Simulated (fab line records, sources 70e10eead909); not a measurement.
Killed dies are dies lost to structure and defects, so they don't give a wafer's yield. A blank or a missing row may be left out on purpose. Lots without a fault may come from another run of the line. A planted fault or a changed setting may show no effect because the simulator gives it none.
Tool commonality check | flow nand_harc | 12 lots, 42 wafers sampled

WHY IT WAS OPENED
At NHARC_P_GATE_INSPECT_28 the reading raw_defect_count is flagged on 2 of 12 lots. Wafers without a fault read 8, standard deviation 4.2.
Rule: a lot is flagged when every wafer of it that has a number lies more than 4 standard deviations from that mean, or none has a number. The other lots count as sound.

lot  | measured     | on                | raw_defect_count, wafer by wafer | flag
L703 | day 5 08:11  | defect_inspect-01 | 20 9 10                          |
L706 | day 6 12:48  | defect_inspect-01 | 6 6 7                            |
L707 | day 6 18:32  | defect_inspect-01 | 9 7 3                            |
L711 | day 8 11:07  | defect_inspect-01 | 10 11 5                          |
L712 | day 9 07:35  | defect_inspect-01 | 908 954 926 912 960 930          | FLAGGED
L713 | day 9 11:58  | defect_inspect-01 | 951 901 965 937 903 965          | FLAGGED
L719 | day 11 19:44 | defect_inspect-02 | 5 11 9                           |
L720 | day 12 09:31 | defect_inspect-02 | 6 4 7                            |
L721 | day 12 15:20 | defect_inspect-01 | 17 9 15                          |
L722 | day 13 05:55 | defect_inspect-02 | 12 5 6                           |
L724 | day 13 21:31 | defect_inspect-02 | 6 7 4                            |
L725 | day 14 06:14 | defect_inspect-01 | 27 12 16                         |
The numbers of the flagged lots are 934 on average: +926 against the usual, or +99 or more standard deviations.

WHICH TOOL RAN EACH LOT
The record holds 3 process steps before the reading, out of a route of 1302 steps. In each cell: the tool, then ch and the chambers that the sampled wafers went through, then the start.
lot  | flag    | NHARC_P_STI_ETCH_42                | NHARC_P_STI_ETCH_15              | NHARC_P_GATE_HM_DEP_102
L703 |         | rie_diel-11 ch 0,1,2, day 2 22:19  | rie_si-06 ch 1,2, day 2 22:29    | acl_dep-02 ch 0, day 5 07:02
L706 |         | rie_diel-02 ch 0,1,3, day 4 01:13  | rie_si-01 ch 1,3, day 4 01:25    | acl_dep-02 ch 0, day 6 11:20
L707 |         | rie_diel-01 ch 0,1,2, day 4 11:11  | rie_si-01 ch 0,1,3, day 4 11:22  | acl_dep-03 ch 0, day 6 17:05
L711 |         | rie_diel-02 ch 0,1, day 6 05:18    | rie_si-04 ch 2,3, day 6 05:31    | acl_dep-02 ch 0, day 8 09:46
L712 | FLAGGED | rie_diel-02 ch 0,1,2, day 6 14:30  | rie_si-01 ch 0,1,2, day 6 14:43  | acl_dep-03 ch 0, day 9 06:19
L713 | FLAGGED | rie_diel-01 ch 0,1, day 7 00:50    | rie_si-01 ch 0,1, day 7 01:01    | acl_dep-03 ch 0, day 9 10:31
L719 |         | rie_diel-11 ch 2,3, day 9 11:52    | rie_si-04 ch 1,2, day 9 12:05    | acl_dep-03 ch 0, day 11 18:16
L720 |         | rie_diel-02 ch 1,2, day 9 21:48    | rie_si-01 ch 1,2, day 9 22:02    | acl_dep-02 ch 0, day 12 08:16
L721 |         | rie_diel-11 ch 1,2,3, day 10 07:49 | rie_si-06 ch 0,1, day 10 08:00   | acl_dep-03 ch 0, day 12 14:06
L722 |         | rie_diel-11 ch 0,1,3, day 10 22:30 | rie_si-01 ch 2,3, day 10 22:41   | acl_dep-03 ch 0, day 13 04:33
L724 |         | rie_diel-01 ch 0,1,3, day 11 13:16 | rie_si-01 ch 0,1,2, day 11 13:28 | acl_dep-02 ch 0, day 13 20:23
L725 |         | rie_diel-11 ch 1,2,3, day 12 01:32 | rie_si-06 ch 0,1,2, day 12 01:43 | acl_dep-01 ch 0, day 14 04:47
What these steps do:
- NHARC_P_STI_ETCH_42: etches the open film in N2/H2, target depth 80 nm, overetch 24 nm, time 61 s.
- NHARC_P_STI_ETCH_15: etches the open film in HBr/Cl2, target depth 300 nm, time 100.1 s.
- NHARC_P_GATE_HM_DEP_102: deposits aC, target thk 120 nm.
- NHARC_P_GATE_INSPECT_28

FLAGGED OVER TOTAL, TOOL BY TOOL (the gauges that took the reading come last)
step                    | tool              | lots run | flagged | share of the flagged lots | sound lots run after its first flagged lot
NHARC_P_STI_ETCH_42     | rie_diel-01       | 3        | 1       | some                      | 1 (L724)
NHARC_P_STI_ETCH_42     | rie_diel-02       | 4        | 1       | some                      | 1 (L720)
NHARC_P_STI_ETCH_42     | rie_diel-11       | 5        | 0       | none                      | -
NHARC_P_STI_ETCH_15     | rie_si-01         | 7        | 2       | all                       | 3 (L720,L722,L724)
NHARC_P_STI_ETCH_15     | rie_si-04         | 2        | 0       | none                      | -
NHARC_P_STI_ETCH_15     | rie_si-06         | 3        | 0       | none                      | -
NHARC_P_GATE_HM_DEP_102 | acl_dep-01        | 1        | 0       | none                      | -
NHARC_P_GATE_HM_DEP_102 | acl_dep-02        | 5        | 0       | none                      | -
NHARC_P_GATE_HM_DEP_102 | acl_dep-03        | 6        | 2       | all                       | 3 (L719,L721,L722)
NHARC_P_GATE_INSPECT_28 | defect_inspect-01 | 8        | 2       | all                       | 2 (L721,L725)
NHARC_P_GATE_INSPECT_28 | defect_inspect-02 | 4        | 0       | none                      | -

WHAT THE TABLE ALLOWS
3 rows of the table ran every flagged lot: rie_si-01 at NHARC_P_STI_ETCH_15, acl_dep-03 at NHARC_P_GATE_HM_DEP_102, defect_inspect-01 at NHARC_P_GATE_INSPECT_28.
- rie_si-01 at NHARC_P_STI_ETCH_15: 2 of its 7 lots flagged. Sound lots ran on it after the first flagged one (L720, L722, L724), which a lasting fault on the whole tool wouldn't allow.
- acl_dep-03 at NHARC_P_GATE_HM_DEP_102: 2 of its 6 lots flagged. Sound lots ran on it after the first flagged one (L719, L721, L722), which a lasting fault on the whole tool wouldn't allow.
- defect_inspect-01 at NHARC_P_GATE_INSPECT_28: 2 of its 8 lots flagged. Sound lots ran on it after the first flagged one (L721, L725), which a lasting fault on the whole tool wouldn't allow.
No row of the table ran every flagged lot and no sound lot after the first.

WHAT THE SIMULATOR HAD PUT IN
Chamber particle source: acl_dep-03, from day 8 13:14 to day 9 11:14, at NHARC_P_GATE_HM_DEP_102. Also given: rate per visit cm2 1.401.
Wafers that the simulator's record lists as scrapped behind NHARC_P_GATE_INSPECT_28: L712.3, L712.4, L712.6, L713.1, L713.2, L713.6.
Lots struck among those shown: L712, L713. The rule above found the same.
